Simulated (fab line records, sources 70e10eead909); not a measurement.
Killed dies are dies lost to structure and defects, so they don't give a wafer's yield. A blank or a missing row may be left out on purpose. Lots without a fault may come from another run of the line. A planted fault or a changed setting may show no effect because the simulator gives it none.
fab line records | flow nand_harc
record lots=10 wafers=30 last_day=34
route steps=1302 shown A_BLC@1125 A_M0@1145 END@1302
lots that met no fault: from a run of the same line without faults
start_h: hours from the record's first day to the start of the lot's first wafer shown | wait_h: hours since the lot's step before | " the same as in the row above | L1.1+2: a row that stands for several wafers | - no value, or no start given | * or withheld: withheld | < > ~ a bound
route shown NAME@n: a module of which the file shows steps, and the number in the route of the first | usual: mean/standard deviation of fault-free wafers | same: alike in all rows | chamber/n: place in a boat | sites: the reading at each site | _std_site: their standard deviation | _edge_site: outer sites' mean less inner sites' | radius_mm: how far each site lies from the wafer's centre | mask NAME#n: copy n | behind: the tool/chamber that last shaped the wafer | hold: why the lot was held/for how many hours/how that ended | device: the transistor (n, p or np) that didn't switch | end of line: the same wafers' tests at the end of the route | a step without rows: its recipe alone | killed: dies lost to structure and defects at the first sort, not the wafer's yield | map: a wafer's dies, x killed, . not, _ none there
set.NAME: the setting as run; set.NAME@STEP: as run at that earlier step | model.NAME: the simulator's own value behind a step, which no gauge read
steps of the route over a sample of lots; a table a step, a row a wafer
services: from which hour (start_h, from the record's first day; less than 0 if before it) a tool's chamber was out of use, for how many hours, and why
## steps
# step NHARC_A_BLC_STRIP_29
# recipe cf4_flow_sccm=150 ar_flow_sccm=0 bias_w=0 chemistry=CF4
# usual cf4_flow_sccm=150.0/0.42 drypump_motor_current_A=5.7/0.52 oes_product_au=1.003/0.0087 rf_vpp_V=59.3/0.88 showerhead_plenum_p_Torr=1.75/0.07 throttle_valve_pct=13.283/0.0086
# columns lot.wafer tool chamber start_h wait_h cf4_flow_sccm drypump_motor_current_A oes_product_au rf_hours_counter_h rf_vpp_V showerhead_plenum_p_Torr throttle_valve_pct
L853.2 rie_diel-07 0 535.81 0.1 150.2 5.9 1.006 5 59.5 1.70 13.278
L853.3 " 2 " " 149.9 5.6 1.015 5 59.8 1.71 13.276
L853.5 " 1 " " 149.3 5.3 1.001 - 59.5 1.70 13.267
L854.3 rie_diel-07 3 560.32 0.1 150.6 6.4 0.999 6 60.2 1.88 13.274
L854.4 " 0 " " 149.5 5.9 1.000 7 56.8 1.70 13.294
L854.5 " 3 " " 150.1 6.4 0.995 - 58.4 1.88 13.273
L856.1 rie_diel-07 0 571.32 0.1 149.8 6.0 0.994 8 59.6 1.70 13.290
L856.2 " 1 " " 150.5 5.3 1.004 9 58.2 1.70 13.292
L856.4 " 3 " " 149.5 6.5 0.988 7 59.2 1.88 13.278
L855.6 rie_diel-07 3 585.48 0.1 149.7 6.5 0.998 - 59.0 1.88 13.273
L855.5 " 0 " " 149.8 6.0 0.986 - 57.5 1.70 13.268
L855.4 " 1 " " 150.2 5.3 0.996 - 59.5 1.70 13.294
L857.4 rie_diel-13 0 605.41 0.1 149.3 6.2 1.001 23 58.7 1.74 13.284
L857.3 " 1 " " 150.4 6.3 1.004 28 61.0 1.64 13.275
L857.6 " 2 " " 150.0 5.3 1.005 - 57.5 1.67 13.295
L863.4 rie_diel-04 0 640.00 0.1 150.1 4.9 1.008 7 58.9 1.82 13.286
L863.5 " 0 " " 150.0 4.9 1.014 - 58.8 1.82 13.276
L863.6 " 1 " " 150.6 5.7 1.014 - 59.1 1.82 13.283
L873.3 rie_diel-07 1 718.85 0.1 149.8 5.3 1.022 5 59.7 1.69 13.281
L873.1 " 3 " " 149.5 6.5 1.006 5 60.7 1.87 13.294
L873.6 " 0 " " 149.9 6.0 1.013 - 59.0 1.70 13.288
L871.4 rie_diel-13 1 719.16 0.1 150.1 6.3 0.997 3 59.6 1.91 13.285
L871.3 " 2 " " 150.0 5.3 1.000 2 58.4 1.66 13.284
L871.2 " 3 " " 150.2 5.4 0.985 2 60.1 1.81 13.290
L872.4 rie_diel-04 0 724.53 0.1 150.2 4.9 1.006 0 60.7 1.82 13.287
L872.6 " 0 " " 150.2 4.9 1.012 - 59.3 1.82 13.273
L872.5 " 1 " " 149.9 5.7 1.004 - 58.3 1.82 13.278
L874.3 rie_diel-04 2 759.90 0.1 149.7 5.5 1.012 3 60.0 1.75 13.291
L874.4 " 3 " " 150.0 6.5 1.017 2 60.0 1.69 13.292
L874.5 " 0 " " 149.2 4.9 1.000 - 58.2 1.82 13.289
# step NHARC_A_BLC_STRIP_21
# recipe o2_flow_sccm=500 ar_flow_sccm=0 bias_w=0 chemistry=O2
# usual drypump_motor_current_A=5.8/0.51 oes_product_au=1.000/0.0089 rf_vpp_V=57.7/0.93 showerhead_plenum_p_Torr=3.50/0.14 throttle_valve_pct=17.037/0.009
# columns lot.wafer tool chamber start_h wait_h drypump_motor_current_A oes_product_au rf_hours_counter_h rf_vpp_V showerhead_plenum_p_Torr throttle_valve_pct
L853.2 rie_diel-07 3 535.91 0.1 6.5 1.002 4 58.5 3.75 17.041
L853.3 " 1 " " 5.3 1.003 5 57.6 3.38 17.038
L853.5 " 0 " " 6.0 1.018 - 59.3 3.39 17.041
L854.3 rie_diel-07 3 560.41 0.1 6.5 0.994 6 58.2 3.75 17.044
L854.4 " 0 " " 6.0 0.997 7 54.4 3.39 17.040
L854.5 " 3 " " 6.5 0.983 - 56.9 3.75 17.037
L856.1 rie_diel-07 0 571.43 0.1 6.0 0.991 8 57.9 3.39 17.054
L856.2 " 1 " " 5.3 1.000 9 56.4 3.38 17.049
L856.4 " 2 " " 5.6 0.994 9 57.5 3.41 17.029
L855.5 rie_diel-07 3 585.60 0.1 6.5 0.999 - 59.1 3.75 17.032
L855.4 " 0 " " 6.0 0.993 - 57.3 3.39 17.038
L855.6 " 1 " " 5.4 1.000 - 57.7 3.38 17.050
L857.3 rie_diel-13 3 605.51 0.1 5.4 1.010 23 57.7 3.62 17.045
L857.4 " 0 " " 6.3 0.999 23 56.7 3.48 17.036
L857.6 " 2 " " 5.3 1.003 - 57.4 3.33 17.051
L863.4 rie_diel-04 1 640.11 0.1 5.7 1.001 7 59.8 3.62 17.026
L863.5 " 0 " " 4.9 0.997 - 57.2 3.63 17.033
L863.6 " 1 " " 5.7 1.013 - 58.5 3.62 17.032
L873.3 rie_diel-07 1 718.95 0.1 5.3 1.013 5 57.7 3.38 17.039
L873.1 " 3 " " 6.6 1.009 5 59.2 3.74 17.035
L873.6 " 1 " " 5.3 1.005 - 57.6 3.38 17.043
L871.3 rie_diel-13 2 719.25 0.1 5.3 1.004 2 57.5 3.32 17.042
L871.2 " 3 " " 5.4 1.000 2 57.7 3.60 17.045
L871.4 " 0 " " 6.2 1.009 3 57.4 3.46 17.030
L872.4 rie_diel-04 3 724.65 0.1 6.5 1.010 0 56.4 3.38 17.038
L872.6 " 2 " " 5.5 0.996 - 56.5 3.49 17.036
L872.5 " 3 " " 6.5 1.016 - 58.4 3.38 17.033
L874.4 rie_diel-04 0 759.98 0.1 4.9 1.012 2 58.5 3.62 17.031
L874.3 " 3 " " 6.5 1.008 2 57.7 3.38 17.057
L874.5 " 1 " " 5.7 1.011 - 57.3 3.62 17.042
# step NHARC_A_M0_PEB_07
# recipe peb_temp_c=100 peb_time_s=65
# usual chill_plate_temp_C=23.00/0.11
# columns lot.wafer tool chamber start_h wait_h chill_plate_temp_C
L853.2 litho_track-06 0 538.51 0.1 23.07
L853.3 " 0 " " 22.92
L853.5 " 0 " " 22.87
L854.3 litho_track-04 0 563.08 0.0 22.98
L854.4 " 0 " " 22.85
L854.5 " 0 " " 23.00
L856.1 litho_track-06 0 574.03 0.1 22.92
L856.2 " 0 " " 23.10
L856.4 " 0 " " 23.14
L855.4 litho_track-01 0 588.19 0.0 22.90
L855.5 " 0 " " 22.98
L855.6 " 0 " " 23.06
L857.3 litho_track-06 0 607.99 0.0 22.86
L857.4 " 0 " " 22.78
L857.6 " 0 " " 23.24
L863.4 litho_track-06 0 642.75 0.0 22.89
L863.5 " 0 " " 23.02
L863.6 " 0 " " 23.05
L873.1 litho_track-01 0 721.55 0.1 23.18
L873.3 " 0 " " 23.12
L873.6 " 0 " " 23.15
L871.2 litho_track-04 0 721.88 0.1 22.95
L871.3 " 0 " " 22.89
L871.4 " 0 " " 22.90
L872.4 litho_track-06 0 727.27 0.0 23.01
L872.5 " 0 " " 23.01
L872.6 " 0 " " 22.91
L874.3 litho_track-04 0 762.62 0.0 23.04
L874.4 " 0 " " 23.12
L874.5 " 0 " " 23.12
# step NHARC_A_M0_CD_MEAS_09
# recipe target_cd_nm=80 landing_energy_ev=500
# usual cd_nm=79.7/0.9
# columns lot.wafer tool chamber start_h wait_h cd_nm
L853.2 cd_sem-03 0 538.59 - 80.9
L853.3 " 0 " " 79.7
L853.5 " 0 " " 80.5
L854.3 cd_sem-03 0 563.16 - 79.1
L854.4 " 0 " " 79.1
L854.5 " 0 " " 79.2
L856.1 cd_sem-01 0 574.11 - 80.3
L856.2 " 0 " " 80.1
L856.4 " 0 " " 80.3
L855.4 cd_sem-01 0 588.28 - 79.0
L855.5 " 0 " " 78.7
L855.6 " 0 " " 79.3
L857.3 cd_sem-03 0 608.07 - 79.1
L857.4 " 0 " " 80.7
L857.6 " 0 " " 80.0
L863.4 cd_sem-02 0 642.83 - 85.6
L863.5 " 0 " " 84.1
L863.6 " 0 " " 80.7
L873.1 cd_sem-01 0 721.63 - 80.2
L873.3 " 0 " " 81.1
L873.6 " 0 " " 80.8
L871.2 cd_sem-03 0 721.96 - 78.5
L871.3 " 0 " " 78.5
L871.4 " 0 " " 78.0
L872.4 cd_sem-02 0 727.36 - 81.1
L872.5 " 0 " " 80.7
L872.6 " 0 " " 81.0
L874.3 cd_sem-02 0 762.71 - 78.5
L874.4 " 0 " " 78.8
L874.5 " 0 " " 78.0
# step NHARC_A_M0_ETCH_15
# recipe target_depth_a=1500 overetch_a=150 time_s=82.5 c4f8_flow_sccm=withheld ar_flow_sccm=400 rf_w=600 bias_w=300 chemistry=C4F8/Ar
# usual oes_product_au=0.954/0.023 rf_vpp_V=440.5/2.2
# columns lot.wafer tool chamber start_h wait_h oes_product_au rf_hours_counter_h rf_vpp_V
L853.3 rie_diel-01 1 - - 0.924 11 443.7
L853.2 " 0 " " 0.936 10 438.9
L853.5 " 1 " " 0.923 - 442.9
L854.3 rie_diel-06 2 - - 0.968 3 436.9
L854.4 " 0 " " 0.987 5 443.4
L854.5 " 2 " " 0.952 - 437.2
L856.4 rie_diel-06 3 - - 0.977 5 441.5
L856.2 " 0 " " 0.978 5 443.0
L856.1 " 1 " " 0.964 5 443.7
L855.4 rie_diel-06 0 - - 0.973 5 444.1
L855.6 " 0 " " 0.974 - 442.5
L855.5 " 1 " " 0.965 - 441.9
L857.3 rie_diel-01 0 - - 0.987 2 439.6
L857.4 " 2 " " 0.955 1 440.0
L857.6 " 1 " " 0.960 - 442.8
L863.4 rie_diel-01 1 - - 0.935 4 444.1
L863.5 " 3 " " 0.916 - 439.5
L863.6 " 0 " " 0.922 - 438.6
L873.1 rie_diel-10 1 - - 0.926 10 440.0
L873.3 " 2 " " 0.930 9 442.3
L873.6 " 3 " " 0.934 - 438.6
L871.2 rie_diel-06 0 - - 0.942 3 440.4
L871.3 " 1 " " 0.966 3 443.0
L871.4 " 2 " " 0.940 3 435.7
L872.4 rie_diel-06 3 - - 0.978 3 440.8
L872.5 " 0 " " 0.968 - 442.2
L872.6 " 1 " " 0.962 - 443.3
L874.4 rie_diel-10 2 - - 0.970 11 441.2
L874.3 " 0 " " 0.957 11 442.8
L874.5 " 2 " " 0.982 - 442.3
# step NHARC_A_M0_CD_MEAS_16
# usual cd_nm=79.7/0.97
# columns lot.wafer tool chamber start_h wait_h cd_nm
L853.2 cd_sem-01 - 539.07 - 80.7
L853.3 " - " " 79.4
L853.5 " - " " 80.6
L854.3 cd_sem-03 - 563.64 - 79.6
L854.4 " - " " 79.6
L854.5 " - " " 79.4
L856.1 cd_sem-01 - 574.60 - 80.5
L856.2 " - " " 78.9
L856.4 " - " " 80.0
L855.4 cd_sem-03 - 588.76 - 79.5
L855.5 " - " " 80.1
L855.6 " - " " 79.7
L857.3 cd_sem-03 - 608.56 - 79.7
L857.4 " - " " 79.1
L857.6 " - " " 79.9
L863.4 cd_sem-01 - 643.34 - 84.3
L863.5 " - " " 83.1
L863.6 " - " " 79.4
L873.1 cd_sem-01 - 722.14 - 80.0
L873.3 " - " " 80.3
L873.6 " - " " 81.1
L871.2 cd_sem-02 - 722.45 - 78.8
L871.3 " - " " 79.7
L871.4 " - " " 78.2
L872.4 cd_sem-01 - 727.85 - 80.8
L872.5 " - " " 81.5
L872.6 " - " " 79.9
L874.3 cd_sem-03 - 763.54 - 78.5
L874.4 " - " " 79.7
L874.5 " - " " 78.1
# step NHARC_END_SORT_01
# recipe temp_c=25
# usual defect_limited_yield=91.4/2.7 killed_at_array=53/18 killed_at_other=1.0/1.2 killed_at_periphery=3.6/2.4 killed_dies=58/18 killed_open=3.4/1.8 killed_short=2.3/1.5 sort_bin_2_pct=3.1/1.2 sort_bin_3_pct=0.7/0.39 sort_bin_4_pct=4.8/1.6 sort_n_pass=619/18 sort_rim_yield_pct=88/4.1 sort_yield_pct=91.4/2.7
# same gross_dies=677 sort_bin_5_pct[%]=0 sort_bin_6_pct[%]=0 sort_bin_7_pct[%]=0 sort_bin_8_pct[%]=0 sort_rim_n_gross=106.00
# columns lot.wafer tool chamber start_h wait_h defect_limited_yield[%] killed_at_array killed_at_other killed_at_periphery killed_dies killed_open killed_short sort_bin_2_pct[%] sort_bin_3_pct[%] sort_bin_4_pct[%] sort_n_pass sort_rim_yield_pct[%] sort_yield_pct[%]
L854.3 prober-01 0 613.54 3.1 94.2 35 0 4 39 6 1 1.2 0.9 3.7 638 87 94.2
L854.4 prober-01 0 614.33 3.4 95.0 29 1 4 34 4 1 2.1 0.4 2.5 643 89 95.0
L854.5 prober-01 0 615.13 3.7 94.7 32 0 4 36 8 1 1.5 0.6 3.2 641 90 94.7
L871.2 prober-02 0 765.80 2.8 93.8 41 0 1 42 3 0 2.4 0.3 3.5 635 89 93.8
L871.3 prober-02 0 766.59 3.1 91.7 54 1 1 56 5 1 2.8 1.2 4.3 621 80 91.7
L871.4 prober-02 0 767.38 3.4 91.9 51 2 2 55 7 1 1.5 0.9 5.8 622 84 91.9
L874.3 prober-01 0 804.48 3.1 92.6 47 0 3 50 1 1 3.1 1.0 3.2 627 84 92.6
L874.4 prober-01 0 805.27 3.4 90.5 64 0 0 64 3 1 2.7 1.2 5.6 613 82 90.5
L874.5 prober-01 0 806.07 3.7 90.8 57 0 5 62 7 1 2.7 0.9 5.6 615 84 90.8
# killed by level:class
L854.3 A_SLIT:chamber_film_flake=16 A_CONTACT:chamber_film_flake=5 A_CHANNEL_HOLE_D2:chamber_film_flake=4 A_STAIRCASE:chamber_film_flake=3 P_M0:geometric_particle:open=2 A_BLC:geometric_particle:open=2 P_CONTACT:geometric_particle:open=1 A_CHANNEL_FILL_D2:geometric_particle:short=1
L854.4 A_SLIT:chamber_film_flake=11 A_CHANNEL_HOLE_D2:chamber_film_flake=4 P_GATE:chamber_film_flake=2 A_STAIRCASE:chamber_film_flake=2 A_ZERO_WELL:chamber_film_flake=2 A_CHANNEL_FILL_D2:chamber_film_flake=2 A_WL_FILL:chamber_film_flake=2 P_CONTACT:geometric_particle:open=1
L854.5 A_SLIT:chamber_film_flake=13 A_CHANNEL_HOLE_D2:chamber_film_flake=5 A_CONTACT:chamber_film_flake=4 P_M0:geometric_particle:open=2 A_WL_FILL:geometric_particle:open=2 A_CHANNEL_HOLE_D1:chamber_film_flake=2 P_CONTACT:geometric_particle:open=1 A_ONON_D2:geometric_particle:open=1
L871.2 A_CHANNEL_HOLE_D2:chamber_film_flake=16 A_CHANNEL_HOLE_D1:chamber_film_flake=11 A_SLIT:chamber_film_flake=5 A_DECK1_JOINT:geometric_particle:open=3 A_CONTACT:chamber_film_flake=3 A_BLC:chamber_film_flake=3 P_GATE:chamber_film_flake=1
L871.3 A_CHANNEL_HOLE_D2:chamber_film_flake=16 A_CHANNEL_HOLE_D1:chamber_film_flake=14 A_SLIT:chamber_film_flake=14 A_BLC:chamber_film_flake=5 P_GATE:geometric_particle:open=1 A_ONON_D1:geometric_particle:short=1 A_ONON_D1:geometric_particle:open=1 A_CHANNEL_FILL_D1:geometric_particle:open=1
L871.4 A_CHANNEL_HOLE_D1:chamber_film_flake=13 A_CHANNEL_HOLE_D2:chamber_film_flake=12 A_CONTACT:chamber_film_flake=6 A_SLIT:chamber_film_flake=5 A_ZERO_WELL:chamber_film_flake=4 A_STAIRCASE:chamber_film_flake=3 A_CHANNEL_FILL_D2:geometric_particle:open=2 THIN_TSV:chamber_film_flake=2
L874.3 A_SLIT:chamber_film_flake=17 A_CHANNEL_HOLE_D1:chamber_film_flake=12 A_CHANNEL_HOLE_D2:chamber_film_flake=11 A_STAIRCASE:chamber_film_flake=3 P_STI:chamber_film_flake=2 A_ONON_D2:geometric_particle:short=1 A_CONTACT:geometric_particle:open=1 P_ZERO_WELL:chamber_film_flake=1
L874.4 A_SLIT:chamber_film_flake=18 A_CHANNEL_HOLE_D1:chamber_film_flake=15 A_CHANNEL_HOLE_D2:chamber_film_flake=12 A_CONTACT:chamber_film_flake=5 A_BONDPAD:chamber_film_flake=4 A_STAIRCASE:chamber_film_flake=4 A_ONON_D1:geometric_particle:short=1 A_DECK1_JOINT:geometric_particle:open=1
L874.5 A_CHANNEL_HOLE_D1:chamber_film_flake=14 A_SLIT:chamber_film_flake=14 A_CHANNEL_HOLE_D2:chamber_film_flake=9 A_CONTACT:chamber_film_flake=8 A_BONDPAD:chamber_film_flake=3 P_M0:geometric_particle:open=2 P_CONTACT:geometric_particle:open=1 A_CHANNEL_FILL_D1:geometric_particle:open=1
## services
# columns tool chamber start_h hours kind
rie_diel-13 - 521.79 9.0 pm
litho_track-06 - 529.00 7.0 pm
rie_diel-04 - 531.91 9.0 pm
rie_diel-06 2 546.35 15.5 repair
rie_diel-10 2 551.56 5.8 repair
litho_track-04 - 553.00 7.0 pm
rie_diel-01 - 557.88 9.0 pm
rie_diel-07 2 581.58 6.3 repair
rie_diel-10 - 596.77 9.0 pm
rie_diel-07 - 648.33 9.0 pm
rie_diel-01 3 648.52 11.2 repair
rie_diel-06 - 661.48 9.0 pm
rie_diel-10 2 663.40 1.3 repair
rie_diel-01 2 666.40 2.9 repair
rie_diel-10 3 669.14 1.5 repair
litho_track-01 - 680.00 7.0 pm
rie_diel-10 2 685.07 13.9 repair
rie_diel-13 - 698.90 9.0 pm
litho_track-06 - 704.00 7.0 pm
rie_diel-04 - 708.91 9.0 pm
litho_track-04 - 728.00 7.0 pm
rie_diel-01 - 734.88 9.0 pm
rie_diel-07 - 745.69 0.3 repair
rie_diel-13 2 754.59 4.8 repair
## key
first_sign step=NHARC_A_M0_CD_MEAS_09 reading=cd_nm direction=up sigmas=5.7 usual=79.7 struck=84.9
effect step=NHARC_A_M0_CD_MEAS_16 reading=cd_nm direction=up sigmas=4.2 usual=79.7 struck=83.7
met_at NHARC_A_M0_PEB_07
struck_lots L863
struck_wafers L863.4,L863.5
not_acting_at NHARC_A_BLC_STRIP_29,NHARC_A_BLC_STRIP_21,NHARC_A_M0_ETCH_15
onset_between 607.99 642.75
fault kind=process_parameter_drift tool=litho_track-06 chamber=- onset_h=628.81 steps=NHARC_A_M0_PEB_07 channel=peb_time_s offset=* shape=step end_h=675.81 scope=struck_wafers_only acts_in=* stated=*
